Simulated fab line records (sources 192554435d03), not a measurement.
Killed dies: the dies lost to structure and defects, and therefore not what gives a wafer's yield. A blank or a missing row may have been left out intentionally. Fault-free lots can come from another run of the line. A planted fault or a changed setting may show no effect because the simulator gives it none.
What tool caused it? / flow n5-finfet / 10 lots, 30 wafers sampled, at 3 steps of a route of 1938

## WHAT EACH GAUGE READ, for each wafer
N5_MIM_TOP_LITHO_CD_MEAS_08 targets a cd of 2000 nm.
lot=L224; measured=day 12 18:18; on=cd-sem-01; cd-nm (nm)=1997.3 1999.5 2000.0
lot=L227; measured=day 14 18:49; on=cd-sem-03; cd-nm (nm)=1999.3 1997.4 2000.8
lot=L226; measured=day 14 23:58; on=cd-sem-01; cd-nm (nm)=1998.9 1997.6 1999.9
lot=L229; measured=day 16 01:32; on=cd-sem-02; cd-nm (nm)=1999.7 1999.7 1999.0
lot=L235; measured=day 17 17:49; on=cd-sem-03; cd-nm (nm)=1999.2 2001.7 1996.8
lot=L225; measured=day 17 21:52; on=cd-sem-02; cd-nm (nm)=1999.0 1998.9 1999.1
lot=L239; measured=day 18 04:22; on=cd-sem-02; cd-nm (nm)=1997.6 1999.2 1999.3
lot=L242; measured=day 19 14:14; on=cd-sem-02; cd-nm (nm)=1999.2 1998.8 1998.1
lot=L244; measured=day 19 14:56; on=cd-sem-02; cd-nm (nm)=1999.4 2000.8 1999.5
lot=L245; measured=day 19 15:06; on=cd-sem-02; cd-nm (nm)=1998.7 1998.2 1997.0

## EACH LOT AND THE TOOL THAT RAN IT (in order: tool; ch and the chambers of the sampled wafers; start)
lot=L224; N5_BEOL_M8_ETCH_65=rie-diel-03 ch 0,1,2, day 10 13:10; N5_MIM_TOP_ALD_00=ald-hk-01 ch 0,1,2, day 12 17:15
lot=L227; N5_BEOL_M8_ETCH_65=rie-diel-03 ch 0,2, day 12 11:32; N5_MIM_TOP_ALD_00=ald-hk-01 ch 1,2, day 14 17:55
lot=L226; N5_BEOL_M8_ETCH_65=rie-diel-01 ch 1,2, day 12 16:22; N5_MIM_TOP_ALD_00=ald-hk-02 ch 2,3, day 14 21:21
lot=L229; N5_BEOL_M8_ETCH_65=rie-diel-01 ch 0,1,2, day 13 10:49; N5_MIM_TOP_ALD_00=ald-hk-03 ch 0,2, day 15 23:52
lot=L235; N5_BEOL_M8_ETCH_65=rie-diel-01 ch 0,1,3, day 14 23:26; N5_MIM_TOP_ALD_00=ald-hk-03 ch 0,2,3, day 17 16:25
lot=L225; N5_BEOL_M8_ETCH_65=rie-diel-05 ch 0,1,2, day 15 10:11; N5_MIM_TOP_ALD_00=ald-hk-02 ch 0,1, day 17 20:14
lot=L239; N5_BEOL_M8_ETCH_65=rie-diel-05 ch 0,1,2, day 15 19:52; N5_MIM_TOP_ALD_00=ald-hk-02 ch 1,2, day 18 03:29
lot=L242; N5_BEOL_M8_ETCH_65=rie-diel-05 ch 0,1, day 16 18:27; N5_MIM_TOP_ALD_00=ald-hk-03 ch 0,2,3, day 19 10:38
lot=L244; N5_BEOL_M8_ETCH_65=rie-diel-05 ch 0,1,3, day 16 20:42; N5_MIM_TOP_ALD_00=ald-hk-01 ch 1,2,3, day 19 13:42
lot=L245; N5_BEOL_M8_ETCH_65=rie-diel-05 ch 0,1,3, day 16 23:36; N5_MIM_TOP_ALD_00=ald-hk-02 ch 1,2, day 19 13:49
- N5_BEOL_M8_ETCH_65: etches SiARC in CF4, target depth 15.6 nm, time 26 s.
- N5_MIM_TOP_ALD_00: deposits Al2O3, purge time 3 s, co reactant pulse time 3 s.

## WHAT THE TOOLS THEMSELVES READ (means of the sampled wafers that have a number; where no wafer has one, the mark that the record gives instead)
N5_BEOL_M8_ETCH_65.
lot=L224; tool=rie-diel-03; cf4-flow-sccm (sccm)=100.2; drypump-motor-current-A (A)=6.4; etch-rf-on-time-s (s)=26.0; oes-product-au (a.u.)=0.70; rf-vpp-V (V)=183.9; showerhead-plenum-p-Torr (Torr)=2.14; throttle-valve-pct (%)=15.61
lot=L227; tool=rie-diel-03; cf4-flow-sccm (sccm)=99.9; drypump-motor-current-A (A)=6.2; etch-rf-on-time-s (s)=26.1; oes-product-au (a.u.)=0.69; rf-vpp-V (V)=183.4; showerhead-plenum-p-Torr (Torr)=2.11; throttle-valve-pct (%)=15.72
lot=L226; tool=rie-diel-01; cf4-flow-sccm (sccm)=100.1; drypump-motor-current-A (A)=6.1; etch-rf-on-time-s (s)=25.9; oes-product-au (a.u.)=0.65; rf-vpp-V (V)=183.5; showerhead-plenum-p-Torr (Torr)=2.12; throttle-valve-pct (%)=15.47
lot=L229; tool=rie-diel-01; cf4-flow-sccm (sccm)=99.8; drypump-motor-current-A (A)=6.0; etch-rf-on-time-s (s)=26.2; oes-product-au (a.u.)=0.63; rf-vpp-V (V)=184.1; showerhead-plenum-p-Torr (Torr)=2.11; throttle-valve-pct (%)=15.65
lot=L235; tool=rie-diel-01; cf4-flow-sccm (sccm)=100.0; drypump-motor-current-A (A)=5.9; etch-rf-on-time-s (s)=26.0; oes-product-au (a.u.)=0.63; rf-vpp-V (V)=182.4; showerhead-plenum-p-Torr (Torr)=2.02; throttle-valve-pct (%)=15.58
lot=L225; tool=rie-diel-05; cf4-flow-sccm (sccm)=99.7; drypump-motor-current-A (A)=5.8; etch-rf-on-time-s (s)=25.5; oes-product-au (a.u.)=0.68; rf-vpp-V (V)=183.9; showerhead-plenum-p-Torr (Torr)=2.16; throttle-valve-pct (%)=15.68
lot=L239; tool=rie-diel-05; cf4-flow-sccm (sccm)=100.3; drypump-motor-current-A (A)=5.7; etch-rf-on-time-s (s)=25.5; oes-product-au (a.u.)=0.68; rf-vpp-V (V)=183.8; showerhead-plenum-p-Torr (Torr)=2.15; throttle-valve-pct (%)=15.68
lot=L242; tool=rie-diel-05; cf4-flow-sccm (sccm)=99.7; drypump-motor-current-A (A)=5.6; etch-rf-on-time-s (s)=26.3; oes-product-au (a.u.)=0.68; rf-vpp-V (V)=184.4; showerhead-plenum-p-Torr (Torr)=2.14; throttle-valve-pct (%)=15.60
lot=L244; tool=rie-diel-05; cf4-flow-sccm (sccm)=99.6; drypump-motor-current-A (A)=5.7; etch-rf-on-time-s (s)=26.2; oes-product-au (a.u.)=0.69; rf-vpp-V (V)=183.2; showerhead-plenum-p-Torr (Torr)=2.11; throttle-valve-pct (%)=15.51
lot=L245; tool=rie-diel-05; cf4-flow-sccm (sccm)=99.8; drypump-motor-current-A (A)=5.6; etch-rf-on-time-s (s)=26.2; oes-product-au (a.u.)=0.69; rf-vpp-V (V)=183.7; showerhead-plenum-p-Torr (Torr)=2.11; throttle-valve-pct (%)=15.52

N5_MIM_TOP_ALD_00.
lot=L224 tool=ald-hk-01 precursor-pulse-height-rel=0.995
lot=L227 tool=ald-hk-01 precursor-pulse-height-rel=0.991
lot=L226 tool=ald-hk-02 precursor-pulse-height-rel=0.996
lot=L229 tool=ald-hk-03 precursor-pulse-height-rel=1.006
lot=L235 tool=ald-hk-03 precursor-pulse-height-rel=0.992
lot=L225 tool=ald-hk-02 precursor-pulse-height-rel=0.990
lot=L239 tool=ald-hk-02 precursor-pulse-height-rel=1.021
lot=L242 tool=ald-hk-03 precursor-pulse-height-rel=0.988
lot=L244 tool=ald-hk-01 precursor-pulse-height-rel=1.000
lot=L245 tool=ald-hk-02 precursor-pulse-height-rel=0.984

## THE ANSWER, worked out from the rows above alone
Rule: the usual values come from the lots themselves. The widest of any qualifying gaps counts: lots, ordered by their means at a reading, are off when they make up no more than a third of the lots, leave a main group of 4 or more, and stand apart from it by 3 or more times the standard deviation of that group's means. A main group is skipped when, at the precision printed for the reading in the tables above, its means are all equal. Also off: a lot with no number at a reading for which 4 or more lots have one. All remaining lots with rows at the step are treated as sound. First the gauges in route order, then the tools' own readings, where a lot's mean is used as printed above. The first step at which some lot is off is used, and at that step the reading that is off furthest; a lot without a number counts as furthest.
Off: L235, at N5_BEOL_M8_ETCH_65 (showerhead-plenum-p-Torr). Mean 2.13 Torr and standard deviation 0.019 in the main group.
A tool fits if, at that step or a process step before it, it ran every lot that is off, and no sound lot after the first of them. One fits: rie-diel-01 at N5_BEOL_M8_ETCH_65. Its last sound lot is L229 (day 13 10:49), its first lot that is off L235 (day 14 23:26): a fault that began between those two fits.
The tool's own readings at N5_BEOL_M8_ETCH_65 bear it out: on the lots that are off they differ by more than 5 times the standard deviation of the sound lots' means. showerhead-plenum-p-Torr reads 2.02 Torr there against 2.13 Torr on the sound lots.

## WHAT THE SIMULATOR PUT IN
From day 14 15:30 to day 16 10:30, rie-diel-01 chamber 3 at N5_BEOL_M8_ETCH_65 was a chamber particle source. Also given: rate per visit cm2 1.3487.
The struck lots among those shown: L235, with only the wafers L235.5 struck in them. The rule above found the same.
